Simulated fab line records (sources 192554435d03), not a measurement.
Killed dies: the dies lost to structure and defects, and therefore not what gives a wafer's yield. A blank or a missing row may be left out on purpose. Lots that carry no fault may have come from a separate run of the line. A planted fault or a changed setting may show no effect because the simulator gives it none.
One fault seen from 3 desks || flow n5-finfet || each desk has only its own numbers; what lay behind them comes last

METROLOGY DESK
Means of the sampled wafers that have a number, per lot and without regard to the tool the lot ran on: this is what the gauges read. Marked OUT: a lot whose mean sits more than 4 standard deviations from the usual mean, which makes it out of limits; the brackets give that distance. Only the readings that lie furthest out on some lot appear, 7 of the 10 it has.
Columns: A = DIBL_P at N5_BEOL_M4_RC_MEAS_101, usual 35.9 mV/V; B = IOFF_N at N5_BEOL_M4_RC_MEAS_101, usual 0.151 nA/um; C = IOFF_P at N5_BEOL_M4_RC_MEAS_101, usual 0.21 nA/um; D = SS_N at N5_BEOL_M4_RC_MEAS_101, usual 71.4 mV/dec; E = SS_P at N5_BEOL_M4_RC_MEAS_101, usual 73.2 mV/dec; F = VT_N at N5_BEOL_M4_RC_MEAS_101, usual 250 mV; G = VT_P at N5_BEOL_M4_RC_MEAS_101, usual -250 mV
{"lot": "L225", "first seen here": "day 7 17:10", "A": 35.6, "B": 0.136, "C": 0.21, "D": 71.3, "E": 73.3, "F": 252, "G": -248}
{"lot": "L227", "first seen here": "day 7 22:12", "A": 36.8, "B": 0.184, "C": 0.27, "D": 71.9, "E": 74.2, "F": 247, "G": -244}
{"lot": "L235", "first seen here": "day 10 05:59", "A": 37.0, "B": 0.166, "C": 0.22, "D": 72.1, "E": 73.3, "F": 250, "G": -247}
{"lot": "L236", "first seen here": "day 10 16:44", "A": 35.5, "B": 0.134, "C": 0.17, "D": 70.9, "E": 73.1, "F": 251, "G": -256}
{"lot": "L238", "first seen here": "day 11 05:10", "A": 35.7, "B": 0.147, "C": 0.18, "D": 71.7, "E": 72.9, "F": 250, "G": -254}
{"lot": "L242", "first seen here": "day 11 23:42", "A": 35.7, "B": 0.125, "C": 0.18, "D": 71.1, "E": 72.8, "F": 255, "G": -253}
{"lot": "L245", "first seen here": "day 12 21:56", "A": 34.1, "B": 0.142, "C": 0.16, "D": 71.5, "E": 73.1, "F": 254, "G": -254}
{"lot": "L248", "first seen here": "day 13 16:53", "A": 36.3, "B": 0.154, "C": 0.22, "D": 71.2, "E": 73.3, "F": 250, "G": -248}
{"lot": "L246", "first seen here": "day 14 04:58", "A": 39.8, "B": 0.217, "C": 0.27, "D": 72.3, "E": 74.4, "F": 245, "G": -247}
{"lot": "L247", "first seen here": "day 14 09:05", "A": 35.6, "B": 0.143, "C": 0.20, "D": 71.8, "E": 73.1, "F": 254, "G": -249}
This desk found nothing out of limits on any of the 10 lots.

THE DEFECT DESK
Lot by lot, what the route's inspections counted, given as the mean of those sampled wafers with a number. Marked OUT: a lot whose mean sits more than 4 standard deviations from the usual mean, which makes it out of limits; the brackets give that distance.
Columns: A = raw-defect-count at N5_BEOL_M1_INSPECT_59, usual 68; B = raw-defect-count at N5_BEOL_M2_INSPECT_13, usual 406
{"lot": "L225", "first seen here": "day 6 11:53", "A": 50, "B": 360}
{"lot": "L227", "first seen here": "day 6 15:59", "A": 68, "B": 396}
{"lot": "L235", "first seen here": "day 8 21:54", "A": 62, "B": 381}
{"lot": "L236", "first seen here": "day 9 09:20", "A": 60, "B": 454}
{"lot": "L238", "first seen here": "day 9 15:44", "A": "1410 (+58) OUT", "B": "1775 (+17) OUT"}
{"lot": "L242", "first seen here": "day 10 13:32", "A": "1409 (+58) OUT", "B": "1728 (+16) OUT"}
{"lot": "L245", "first seen here": "day 11 13:01", "A": 67, "B": 446}
{"lot": "L246", "first seen here": "day 11 23:21", "A": 76, "B": 405}
{"lot": "L247", "first seen here": "day 12 02:17", "A": 102, "B": 470}
{"lot": "L248", "first seen here": "day 12 06:35", "A": 45, "B": 446}
This desk finds L238, L242 out of limits, L238 being first, at day 9 15:44 (raw-defect-count at N5_BEOL_M1_INSPECT_59). In limits: L225, L227, L235, L236, L245, L246, L247, L248.

DESK OF THE TOOL OWNER: pecvd-03
The tool's own readings at N5_BEOL_M1_DEP_57 (deposits SiCN from 3MS/NH3, target thk 8 nm, time 14 s): means of the sampled wafers that have a number, for each lot that ran on this tool. Marked OUT: a lot whose mean sits more than 4 standard deviations from the usual mean, which makes it out of limits; the brackets give that distance.
Columns: A = showerhead-plenum-p-Torr at N5_BEOL_M1_DEP_57, usual 3.664 Torr; B = throttle-valve-pct at N5_BEOL_M1_DEP_57, usual 9.2 %
{"lot": "L227", "first seen here": "day 6 15:53", "A": 3.664, "B": 9.1}
{"lot": "L235", "first seen here": "day 8 21:49", "A": 3.667, "B": 8.9}
{"lot": "L236", "first seen here": "day 9 09:14", "A": 3.666, "B": 9.0}
{"lot": "L238", "first seen here": "day 9 15:39", "A": 3.665, "B": 8.8}
{"lot": "L242", "first seen here": "day 10 13:27", "A": 3.657, "B": 9.0}
This desk found nothing out of limits on any of the 5 lots.

BROUGHT TOGETHER
The defect desk could have raised an alarm at day 9 15:44, on L238, L242.
Metrology desk: nothing out of limits seen.
The desk of the tool owner found nothing out of limits.
The metrology desk holds a record of L238, L242, inside its limits.
Tool owner's desk: L238, L242 on record, inside its limits.
The lots listed all ran N5_BEOL_M1_DEP_57 on pecvd-03.

WHAT THE SIMULATOR HAD PUT IN
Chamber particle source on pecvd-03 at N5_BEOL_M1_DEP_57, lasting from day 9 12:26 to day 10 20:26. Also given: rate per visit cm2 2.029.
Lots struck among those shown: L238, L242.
Hours from the fault's start to each desk's first reading out of limits: the defect desk, 3.
